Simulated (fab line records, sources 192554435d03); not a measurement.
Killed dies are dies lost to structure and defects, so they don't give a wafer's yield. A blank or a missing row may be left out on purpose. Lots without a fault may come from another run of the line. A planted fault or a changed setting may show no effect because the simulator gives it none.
fab line records | flow n5_finfet
record lots=4 wafers=11 last_day=19
route steps=1938 shown BEOL_M4@1099 BEOL_M5@1112 BEOL_M9@1405 PASSIVATION@1936
lots that met no fault: from a run of the same line without faults
start_h: hours from the record's first day to the start of the lot's first wafer shown | wait_h: hours since the lot's step before | " the same as in the row above | L1.1+2: a row that stands for several wafers | - no value, or no start given | * or withheld: withheld | < > ~ a bound
route shown NAME@n: a module of which the file shows steps, and the number in the route of the first | usual: mean/standard deviation of fault-free wafers | same: alike in all rows | chamber/n: place in a boat | sites: the reading at each site | _std_site: their standard deviation | _edge_site: outer sites' mean less inner sites' | radius_mm: how far each site lies from the wafer's centre | mask NAME#n: copy n | behind: the tool/chamber that last shaped the wafer | hold: why the lot was held/for how many hours/how that ended | device: the transistor (n, p or np) that didn't switch | end of line: the same wafers' tests at the end of the route | a step without rows: its recipe alone | killed: dies lost to structure and defects at the first sort, not the wafer's yield | map: a wafer's dies, x killed, . not, _ none there
set.NAME: the setting as run; set.NAME@STEP: as run at that earlier step | model.NAME: the simulator's own value behind a step, which no gauge read
lots at some steps of the route; a table a step, a row a wafer
services: from which hour (start_h, from the record's first day; less than 0 if before it) a tool's chamber was out of use, for how many hours, and why
## steps
# step N5_BEOL_M4_ANNEAL_95
# recipe temp_c=400 time_s=240 ambient=vacuum
# step N5_BEOL_M4_SPUTTER_96
# recipe material=Cu target_thk_a=45 temp_c=-20 chamber_pressure_pa=0.07 power_w=withheld time_s=8.29
# step N5_BEOL_M4_ECD_50
# recipe material=Cu target_thk_a=3000
# step N5_BEOL_M4_ANNEAL_51
# recipe temp_c=225 time_s=90 ambient=N2
# step N5_BEOL_M4_CMP_52
# recipe stop_on=SiOC t_overpolish_s=6.8 down_force_psi=1 platen_rpm=50 clearing_platen_down_force_psi=1.5 clearing_platen_rpm=50 post_cmp_clean=cu_alkaline target_thk_nm=40 clearing_platen_pad_velocity_m_s=0.99484 pad_velocity_m_s=0.99484
# step N5_BEOL_M4_PRE_CLEAN_60
# recipe gas=NH3/H2 time_s=15 temp_c=* rf_power_w=300
# step N5_BEOL_M4_CO_CAP_55
# recipe material=Co target_thk_a=20 temp_c=200 precursor=CCTBA/H2 pressure_torr=30 time_s=102.1
# step N5_BEOL_M4_PRE_CLEAN_56
# recipe gas=NH3 time_s=15 temp_c=withheld rf_power_w=300
# step N5_BEOL_M4_DEP_57
# recipe material=SiCN target_thk_a=80 temp_c=withheld precursor=3MS/NH3 pressure_torr=3 rf_w=202 time_s=14
# step N5_BEOL_M4_RC_MEAS_101
# usual DIBL_N=36.5/1.9 DIBL_P=36.7/2.1 IOFF_N=0.17/0.035 IOFF_P=0.22/0.042 ION_N=676/10 ION_P=462/8.1 SS_N=71.5/0.72 SS_P=73.4/0.7 VT_N=249/3.1 VT_P=-250/3.9
# columns lot.wafer tool chamber start_h wait_h DIBL_N[mV/V] DIBL_P[mV/V] IOFF_N[nA/um] IOFF_P[nA/um] ION_N[uA/um] ION_P[uA/um] SS_N[mV/dec] SS_P[mV/dec] VT_N[mV] VT_P[mV]
L224.2 prober-01 0 178.45 0.2 40.4 40.2 0.23 0.29 677 469 72.8 74.1 245 -248
L224.3 " 0 " " 33.4 31.6 0.10 0.15 653 451 70.1 72.6 254 -253
L224.5 " 0 " " 34.9 33.5 0.11 0.17 652 456 70.4 72.4 257 -252
L236.2 prober-01 0 264.08 0.2 36.8 37.6 0.18 0.19 680 451 72.1 73.2 247 -255
L236.3 " 0 " " 33.9 34.4 0.12 0.16 662 449 70.8 73.3 252 -255
L236.5 " 0 " " 34.6 34.4 0.14 0.16 675 452 70.7 72.3 250 -258
L238.1 prober-02 0 279.55 0.0 37.2 37.5 0.18 0.28 681 479 71.7 74.4 249 -242
L238.3 " 0 " " 36.6 35.9 0.18 0.25 679 466 71.1 73.5 249 -244
L244.1 prober-01 0 348.12 0.0 37.1 37.8 0.19 0.25 689 474 72.3 73.7 249 -247
L244.2 " 0 " " 33.4 33.7 0.13 0.19 662 459 70.9 72.1 252 -249
L244.6 " 0 " " 33.1 33.0 0.13 0.18 661 454 71.0 72.3 251 -253
# step N5_BEOL_M5_ILD_DEP_00
# recipe material=SiCOH_lowk target_thk_a=1406.4 temp_c=300 precursor=DEMS/porogen pressure_torr=5 rf_w=500 time_s=25.9
# step N5_BEOL_M5_CURE_79
# recipe temp_c=385 time_s=240 ambient=He/Ar material=SiCOH_lowk
# step N5_BEOL_M5_PECVD_70
# recipe material=SiO2 target_thk_a=160 temp_c=400 precursor=TEOS/O2 pressure_torr=5.5 rf_w=450 teos_flow_sccm=53.8 gas=O2 flow_sccm=3000 time_s=18
# step N5_BEOL_M5_HM_DEP_02
# recipe material=TiN target_thk_a=200 temp_c=25 chamber_pressure_pa=0.49996
# step N5_BEOL_M5_COAT_59
# recipe resist=SOC temp_c=250 time_s=60 spin_rpm=1500 resist_thk_nm=60
# step N5_BEOL_M5_COAT_60
# recipe resist=SiARC temp_c=220 time_s=60 spin_rpm=1500 resist_thk_nm=12
# step N5_BEOL_M5_COAT_71
# recipe resist=underlayer temp_c=205 time_s=60 spin_rpm=1500 resist_thk_nm=5
# step N5_BEOL_M5_COAT_05
# recipe resist=CAR-EUV spin_rpm=1500 resist_thk_nm=30
# step N5_BEOL_M5_EBR_07
# recipe solvent=PGMEA ebr_width_mm=1.5
# step N5_BEOL_M5_SOFTBAKE_06
# recipe temp_c=110 time_s=60 resist=CAR-EUV
# step N5_BEOL_M5_EXPOSE_08
# recipe mask_id=M5 na=0.33 source_shape=annular sigma_inner=0.4 sigma_outer=0.8 polarization=unpolarized target_cd_nm=28 dose_mj=35.75
# step N5_BEOL_M5_PEB_09
# recipe peb_temp_c=100 peb_time_s=60 resist=CAR-EUV
# step N5_BEOL_M5_DEVELOP_10
# recipe develop_time_s=30 developer=TMAH resist=CAR-EUV rinse_liquid=surfactant_rinse dry=air_spin dev_temp_c=23
# step N5_BEOL_M5_DESCUM_16
# recipe chemistry=O2 time_s=7 source_power_w=50 bias_power_w=20 pressure_mtorr=20 rf_frequency_hz=2.712e+07 temp_c=40 resist=CAR-EUV o2_flow_sccm=225
# step N5_BEOL_M5_ETCH_72
# recipe chemistry=N2/H2 target=underlayer target_depth_a=65 mask_material=CAR-EUV time_s=5.2 ion_energy_ev=200 pressure_mtorr=30 source_w=840 bias_w=150 n2_flow_sccm=200 h2_flow_sccm=200 ends=cleared
# step N5_BEOL_M5_ETCH_61
# recipe chemistry=CF4 target=SiARC target_depth_a=156 mask_material=CAR-EUV time_s=26 ion_energy_ev=80 pressure_mtorr=40 source_w=545 bias_w=36 Ar_flow_sccm=100 cf4_flow_sccm=100 ends=cleared
# step N5_BEOL_M5_ETCH_62
# recipe chemistry=N2/H2 target=SOC target_depth_a=750 overetch_a=150 mask_material=SiARC temp_c=40 time_s=112.5 ion_energy_ev=200 pressure_mtorr=30 source_w=840 bias_w=150 n2_flow_sccm=200 h2_flow_sccm=200
# step N5_BEOL_M5_STRIP_63
# recipe chemistry=N2/H2 temp_c=40 n2_flow_sccm=200 h2_flow_sccm=200 rf_frequency_hz=6e+07
# step N5_BEOL_M5_STRIP_73
# recipe chemistry=N2/H2 temp_c=40 n2_flow_sccm=200 h2_flow_sccm=200 rf_frequency_hz=6e+07
# step N5_BEOL_M5_STRIP_64
# recipe chemistry=CF4 resist=SiARC power_w=300 bias_power_w=75 pressure_mtorr=50 cf4_flow_sccm=150 rf_frequency_hz=6e+07
# step N5_BEOL_M5_HM_OPEN_17
# recipe chemistry=Cl2/BCl3 target_depth_a=200 overetch_a=60 target=TiN mask_material=SOC ion_energy_ev=150 pressure_mtorr=10 icp_w=1000 bias_w=126 Cl2_flow_sccm=53.25 bcl3_flow_sccm=21.75 Ar_flow_sccm=25
# step N5_BEOL_M5_STRIP_19
# recipe chemistry=O2 power_w=400 temp_c=40 pressure_mtorr=30 rf_frequency_hz=6e+07 bias_power_w=0 overash_fraction=0.2 o2_flow_sccm=225
# step N5_BEOL_M5_COAT_65
# recipe resist=SOC temp_c=250 time_s=60 spin_rpm=1500 resist_thk_nm=60
# step N5_BEOL_M5_COAT_66
# recipe resist=SiARC temp_c=220 time_s=60 spin_rpm=1500 resist_thk_nm=12
# step N5_BEOL_M9_HM_DEP_02
# recipe material=TiN target_thk_a=200 temp_c=25 chamber_pressure_pa=0.49996
# usual throttle_valve_pct=29.8/1.1
# columns lot.wafer tool chamber start_h wait_h throttle_valve_pct model.TiN_of_BEOL_M9_HM_DEP_02.thk_nm
L224.2 pvd_sputter-02 - 225.95 2.1 31.7 20.4
L224.3 " - " " 29.8 20.2
L224.5 " - " " 29.6 20.6
L236.2 pvd_sputter-02 - 307.66 0.0 29.3 19.8
L236.3 " - " " 31.4 20
L236.5 " - " " 29.6 33.8
L238.1 pvd_sputter-02 - 319.58 1.1 29.2 34.2
L238.3 " - " " 31.8 20.4
L244.1 pvd_sputter-01 - 382.20 2.8 30.0 20
L244.2 " - " " 30.4 19.6
L244.6 " - " " 30.3 19.6
# step N5_BEOL_M9_HM_OPEN_17
# recipe chemistry=Cl2/BCl3 target_depth_a=200 overetch_a=60 target=TiN mask_material=SOC ion_energy_ev=150 pressure_mtorr=10 icp_w=1000 bias_w=126 Cl2_flow_sccm=53.25 bcl3_flow_sccm=21.75 Ar_flow_sccm=25
# usual drypump_motor_current_A=6.0/0.5 oes_product_au=0.64/0.055 throttle_valve_pct=22.08/0.21
# columns lot.wafer tool chamber start_h wait_h drypump_motor_current_A oes_product_au rf_hours_counter_h throttle_valve_pct model.etch.depth_nm
L224.2 rie_metal-01 0 227.35 0.0 6.2 0.65 53 22.08 20.4
L224.3 " 1 " " 5.6 0.74 - 22.34 20.29
L224.5 " 1 " " 5.6 0.75 - 22.32 20.55
L236.2 rie_metal-01 0 308.52 0.0 6.2 0.63 59 22.11 19.9
L236.3 " 1 " " 5.6 0.71 - 22.37 19.96
L236.5 " 0 " " 6.2 0.72 - 21.95 25.17
L238.1 rie_metal-01 0 320.44 0.0 6.2 0.73 60 21.95 25.47
L238.3 " 0 " " 6.2 0.64 - 22.11 20.35
L244.1 rie_metal-01 1 383.05 0.0 5.6 0.70 26 22.38 19.99
L244.2 " 0 " " 6.2 0.61 67 22.15 19.66
L244.6 " 1 " " 5.6 0.69 - 22.39 19.57
# step N5_BEOL_M9_VIA_ETCH_34
# recipe chemistry=C4F6/O2 target=SiCOH_lowk target_depth_a=1824 mask_material=SOC taper_deg=4 time_s=68.4 ion_energy_ev=250 pressure_mtorr=30 source_w=345 bias_w=185 Ar_flow_sccm=300 C4F6_flow_sccm=10 O2_flow_sccm=10
# usual drypump_motor_current_A=5.5/0.5 oes_product_au=0.78/0.086 rf_vpp_V=669/10 showerhead_plenum_p_Torr=2.87/0.1 throttle_valve_pct=20.98/0.27
# columns lot.wafer tool chamber start_h wait_h drypump_motor_current_A oes_product_au rf_hours_counter_h rf_vpp_V showerhead_plenum_p_Torr throttle_valve_pct
L224.2 rie_diel-05 2 228.99 0.0 5.0 0.92 27 676 3.01 20.97
L224.3 " 3 " " 6.1 0.85 46 667 2.77 20.60
L224.5 " 2 " " 5.0 0.92 - 678 3.01 20.98
L236.2 rie_diel-04 0 309.73 0.0 5.3 0.72 191 678 2.82 20.65
L236.3 " 1 " " 4.9 0.70 193 675 2.95 21.39
L236.5 " 0 " " 5.3 0.27 - 679 2.82 20.49
L238.1 rie_diel-04 1 323.36 0.0 4.9 0.27 199 674 2.95 21.27
L238.3 " 0 " " 5.3 0.70 196 679 2.82 20.65
L244.1 rie_diel-04 3 385.22 0.0 4.9 0.71 219 679 2.91 21.09
L244.2 " 0 " " 5.3 0.69 215 676 2.81 20.69
L244.6 " 3 " " 4.9 0.71 - 679 2.91 21.09
# step N5_BEOL_M9_TRENCH_ETCH_37
# recipe chemistry=C4F6/O2 target_depth_a=1514.3 target=SiCOH_lowk time_s=49 ion_energy_ev=250 pressure_mtorr=30 source_w=345 bias_w=185 Ar_flow_sccm=300 C4F6_flow_sccm=10 O2_flow_sccm=10
# usual drypump_motor_current_A=5.5/0.51 oes_product_au=0.79/0.085 rf_vpp_V=669/10 showerhead_plenum_p_Torr=2.87/0.1 throttle_valve_pct=21.00/0.27
# columns lot.wafer tool chamber start_h wait_h drypump_motor_current_A oes_product_au rf_hours_counter_h rf_vpp_V showerhead_plenum_p_Torr throttle_valve_pct model.TiN_of_BEOL_M9_HM_DEP_02.thk_nm
L224.2 rie_diel-05 2 - - 5.0 0.92 27 677 3.01 21.00 16
L224.3 " 3 " " 6.1 0.85 46 666 2.77 20.61 16.2
L224.5 " 2 " " 5.0 0.92 - 677 3.01 20.99 16.2
L236.2 rie_diel-04 0 - - 5.3 0.70 191 679 2.82 20.67 15.8
L236.3 " 1 " " 4.9 0.71 193 675 2.95 21.44 15.8
L236.5 " 0 " " 5.3 0.71 - 679 2.82 20.68 29.6
L238.1 rie_diel-04 1 - - 4.9 0.70 199 675 2.95 21.46 30.2
L238.3 " 0 " " 5.3 0.71 196 679 2.82 20.69 16.2
L244.1 rie_diel-04 3 - - 4.9 0.71 219 679 2.91 21.12 15.8
L244.2 " 0 " " 5.3 0.69 215 677 2.81 20.72 15.4
L244.6 " 3 " " 4.9 0.71 - 678 2.91 21.11 15.4
# step N5_BEOL_M9_OCD_MEAS_38
# usual trench_depth_nm=151.3/2.9
# columns lot.wafer tool chamber start_h wait_h trench_depth_nm
L224.2 ocd-01 - 229.27 - 155.7
L224.3 " - " " 149.7
L224.5 " - " " 154.0
L236.2 ocd-01 - 310.01 - 149.5
L236.3 " - " " 146.9
L236.5 " - " " -
L238.1 ocd-02 - 323.63 - -
L238.3 " - " " 151.1
L244.1 ocd-01 - 385.50 - 148.8
L244.2 " - " " 150.3
L244.6 " - " " 150.2
# step N5_BEOL_M9_CD_MEAS_35
# recipe target_cd_nm=70 target_cd_y_nm=40 polarity=opening
# usual cd_nm=70.2/0.69
# columns lot.wafer tool chamber start_h wait_h cd_nm
L224.2 cd_sem-01 - 229.42 0.0 70.5
L224.3 " - " " 71.2
L224.5 " - " " 71.0
L236.2 cd_sem-03 - 310.17 0.0 69.6
L236.3 " - " " 70.2
L236.5 " - " " -
L238.1 cd_sem-02 - 323.78 0.0 -
L238.3 " - " " 71.0
L244.1 cd_sem-02 - 385.65 0.0 70.3
L244.2 " - " " 70.5
L244.6 " - " " 69.1
# step N5_PASSIVATION_PROBE_49
# usual defect_limited_yield=91.4/1.5 killed_at_M0_to_M3=35/12 killed_at_M4_up=13/5.8 killed_at_contacts=12/5.5 killed_at_front_end=36/9.9 killed_at_other=4/3.7 killed_dies=101/18 killed_on_rim=13/4.1 killed_open=66/13 killed_short=33/8 sort_bin_5_function=5.0/1 sort_bin_6_memory=3.2/0.67 sort_n_pass=1079/18 sort_yield_pct=91.4/1.5
# same gross_dies=1180 killed_at_back_side=0 sort_bin_4_leakage[%]=0 sort_bin_8_speed[%]=0
# columns lot.wafer tool chamber start_h wait_h defect_limited_yield[%] killed_at_M0_to_M3 killed_at_M4_up killed_at_contacts killed_at_front_end killed_at_other killed_dies killed_on_rim killed_open killed_short sort_bin_5_function[%] sort_bin_6_memory[%] sort_n_pass sort_yield_pct[%]
L236.5 prober-02 - 371.77 0.2 0 52 1097 2 21 8 1180 152 61 34 95.8 3.9 0 0
L238.1 prober-01 - 380.61 0.0 0 61 1049 24 39 7 1180 152 99 40 95.0 4.7 0 0
# killed by level:class
L236.5 BEOL_M9:area_open=1085 BEOL_M0_SAQP:geometric_particle:short=16 BEOL_M0_SAQP:geometric_particle:open=15 BEOL_M1:geometric_particle:open=12 BEOL_M5:geometric_particle:open=7 STARTING-WAFER:geometric_particle:short=5 PASS1_CAP:geometric_particle:open=4 FIN_SAQP:geometric_particle:short=3
L238.1 BEOL_M9:area_open=1041 BEOL_M3:geometric_particle:open=19 MOL_CONTACT_COAG:geometric_particle:open=18 BEOL_M0_SAQP:geometric_particle:open=9 BEOL_M1:geometric_particle:open=9 GATE_CUT:geometric_particle:short=8 BEOL_M2:geometric_particle:open=8 FIN_SAQP:geometric_particle:open=7
# map L236.5 (x killed, . not)
_________________xxxxxxxxxxxx________________
______________xxxxxxxxxxxxxxxxxx_____________
___________xxxxxxxxxxxxxxxxxxxxxxxx__________
__________xxxxxxxxxxxxxxxxxxxxxxxxxx_________
________xxxxxxxxxxxxxxxxxxxxxxxxxxxxxx_______
_______xxxxxxxxxxxxxxxxxxxxxxxxxxxxxxxx______
______xxxxxxxxxxxxxxxxxxxxxxxxxxxxxxxxxx_____
_____xxxxxxxxxxxxxxxxxxxxxxxxxxxxxxxxxxxx____
____xxxxxxxxxxxxxxxxxxxxxxxxxxxxxxxxxxxxxx___
___xxxxxxxxxxxxxxxxxxxxxxxxxxxxxxxxxxxxxxxx__
___xxxxxxxxxxxxxxxxxxxxxxxxxxxxxxxxxxxxxxxx__
__xxxxxxxxxxxxxxxxxxxxxxxxxxxxxxxxxxxxxxxxxx_
__xxxxxxxxxxxxxxxxxxxxxxxxxxxxxxxxxxxxxxxxxx_
_xxxxxxxxxxxxxxxxxxxxxxxxxxxxxxxxxxxxxxxxxxxx
_xxxxxxxxxxxxxxxxxxxxxxxxxxxxxxxxxxxxxxxxxxxx
_xxxxxxxxxxxxxxxxxxxxxxxxxxxxxxxxxxxxxxxxxxxx
_xxxxxxxxxxxxxxxxxxxxxxxxxxxxxxxxxxxxxxxxxxxx
_xxxxxxxxxxxxxxxxxxxxxxxxxxxxxxxxxxxxxxxxxxxx
_xxxxxxxxxxxxxxxxxxxxxxxxxxxxxxxxxxxxxxxxxxxx
_xxxxxxxxxxxxxxxxxxxxxxxxxxxxxxxxxxxxxxxxxxxx
_xxxxxxxxxxxxxxxxxxxxxxxxxxxxxxxxxxxxxxxxxxxx
__xxxxxxxxxxxxxxxxxxxxxxxxxxxxxxxxxxxxxxxxxx_
__xxxxxxxxxxxxxxxxxxxxxxxxxxxxxxxxxxxxxxxxxx_
___xxxxxxxxxxxxxxxxxxxxxxxxxxxxxxxxxxxxxxxx__
___xxxxxxxxxxxxxxxxxxxxxxxxxxxxxxxxxxxxxxxx__
____xxxxxxxxxxxxxxxxxxxxxxxxxxxxxxxxxxxxxx___
_____xxxxxxxxxxxxxxxxxxxxxxxxxxxxxxxxxxxx____
______xxxxxxxxxxxxxxxxxxxxxxxxxxxxxxxxxx_____
_______xxxxxxxxxxxxxxxxxxxxxxxxxxxxxxxx______
________xxxxxxxxxxxxxxxxxxxxxxxxxxxxxx_______
__________xxxxxxxxxxxxxxxxxxxxxxxxxx_________
___________xxxxxxxxxxxxxxxxxxxxxxxx__________
______________xxxxxxxxxxxxxxxxxx_____________
_________________xxxxxxxxxxxx________________
# map L238.1 (x killed, . not)
_________________xxxxxxxxxxxx________________
______________xxxxxxxxxxxxxxxxxx_____________
___________xxxxxxxxxxxxxxxxxxxxxxxx__________
__________xxxxxxxxxxxxxxxxxxxxxxxxxx_________
________xxxxxxxxxxxxxxxxxxxxxxxxxxxxxx_______
_______xxxxxxxxxxxxxxxxxxxxxxxxxxxxxxxx______
______xxxxxxxxxxxxxxxxxxxxxxxxxxxxxxxxxx_____
_____xxxxxxxxxxxxxxxxxxxxxxxxxxxxxxxxxxxx____
____xxxxxxxxxxxxxxxxxxxxxxxxxxxxxxxxxxxxxx___
___xxxxxxxxxxxxxxxxxxxxxxxxxxxxxxxxxxxxxxxx__
___xxxxxxxxxxxxxxxxxxxxxxxxxxxxxxxxxxxxxxxx__
__xxxxxxxxxxxxxxxxxxxxxxxxxxxxxxxxxxxxxxxxxx_
__xxxxxxxxxxxxxxxxxxxxxxxxxxxxxxxxxxxxxxxxxx_
_xxxxxxxxxxxxxxxxxxxxxxxxxxxxxxxxxxxxxxxxxxxx
_xxxxxxxxxxxxxxxxxxxxxxxxxxxxxxxxxxxxxxxxxxxx
_xxxxxxxxxxxxxxxxxxxxxxxxxxxxxxxxxxxxxxxxxxxx
_xxxxxxxxxxxxxxxxxxxxxxxxxxxxxxxxxxxxxxxxxxxx
_xxxxxxxxxxxxxxxxxxxxxxxxxxxxxxxxxxxxxxxxxxxx
_xxxxxxxxxxxxxxxxxxxxxxxxxxxxxxxxxxxxxxxxxxxx
_xxxxxxxxxxxxxxxxxxxxxxxxxxxxxxxxxxxxxxxxxxxx
_xxxxxxxxxxxxxxxxxxxxxxxxxxxxxxxxxxxxxxxxxxxx
__xxxxxxxxxxxxxxxxxxxxxxxxxxxxxxxxxxxxxxxxxx_
__xxxxxxxxxxxxxxxxxxxxxxxxxxxxxxxxxxxxxxxxxx_
___xxxxxxxxxxxxxxxxxxxxxxxxxxxxxxxxxxxxxxxx__
___xxxxxxxxxxxxxxxxxxxxxxxxxxxxxxxxxxxxxxxx__
____xxxxxxxxxxxxxxxxxxxxxxxxxxxxxxxxxxxxxx___
_____xxxxxxxxxxxxxxxxxxxxxxxxxxxxxxxxxxxx____
______xxxxxxxxxxxxxxxxxxxxxxxxxxxxxxxxxx_____
_______xxxxxxxxxxxxxxxxxxxxxxxxxxxxxxxx______
________xxxxxxxxxxxxxxxxxxxxxxxxxxxxxx_______
__________xxxxxxxxxxxxxxxxxxxxxxxxxx_________
___________xxxxxxxxxxxxxxxxxxxxxxxx__________
______________xxxxxxxxxxxxxxxxxx_____________
_________________xxxxxxxxxxxx________________
## services
# columns tool chamber start_h hours kind
rie_diel-04 2 216.19 9.9 repair
rie_metal-01 1 248.75 2.4 repair
rie_diel-05 3 251.62 3.5 repair
rie_metal-01 - 253.60 2.8 pm
rie_diel-04 3 309.13 11.7 repair
rie_metal-01 1 315.86 8.9 repair
rie_diel-04 1 326.22 4.5 repair
rie_diel-04 3 358.52 5.5 repair
rie_diel-04 2 371.62 - clean
rie_diel-04 2 371.62 - consumable_replace:focus_ring
rie_diel-04 2 371.62 - consumable_replace:showerhead
rie_diel-04 2 371.62 24.5 scheduled_down
rie_diel-04 2 371.62 24.5 vent_cycle
## key
first_sign step=N5_BEOL_M9_VIA_ETCH_34 reading=oes_product_au direction=down sigmas=6 usual=0.78 struck=0.27
effect step=N5_BEOL_M9_OCD_MEAS_38 reading=trench_depth_nm direction=missing
effect step=N5_BEOL_M9_CD_MEAS_35 reading=cd_nm direction=missing
effect step=N5_PASSIVATION_PROBE_49 reading=killed_at_M4_up direction=up sigmas=99+ usual=13 struck=1073
model_effect step=N5_BEOL_M9_HM_DEP_02 value=TiN_of_BEOL_M9_HM_DEP_02.thk_nm without=20.1 struck=34
model_effect step=N5_BEOL_M9_HM_OPEN_17 value=etch.depth_nm without=20.11 struck=25.32
model_effect step=N5_BEOL_M9_TRENCH_ETCH_37 value=TiN_of_BEOL_M9_HM_DEP_02.thk_nm without=16 struck=29.9
more_kills_born_at N5_BEOL_M9_HM_OPEN_17@rie_metal-01=2126
met_at N5_BEOL_M9_HM_DEP_02
struck_wafers L236.5,L238.1
later_rows_left_out L236.5,L238.1
onset_between 225.95 307.66
fault kind=process_parameter_drift tool=pvd_sputter-02 chamber=- onset_h=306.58 steps=N5_BEOL_M9_HM_DEP_02 channel=target_thk_a offset=* shape=step end_h=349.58 scope=struck_wafers_only acts_in=* stated=*
# later_rows_left_out: the simulator's readings of these wafers behind a module that went badly wrong aren't trusted and aren't shown, but for the sort
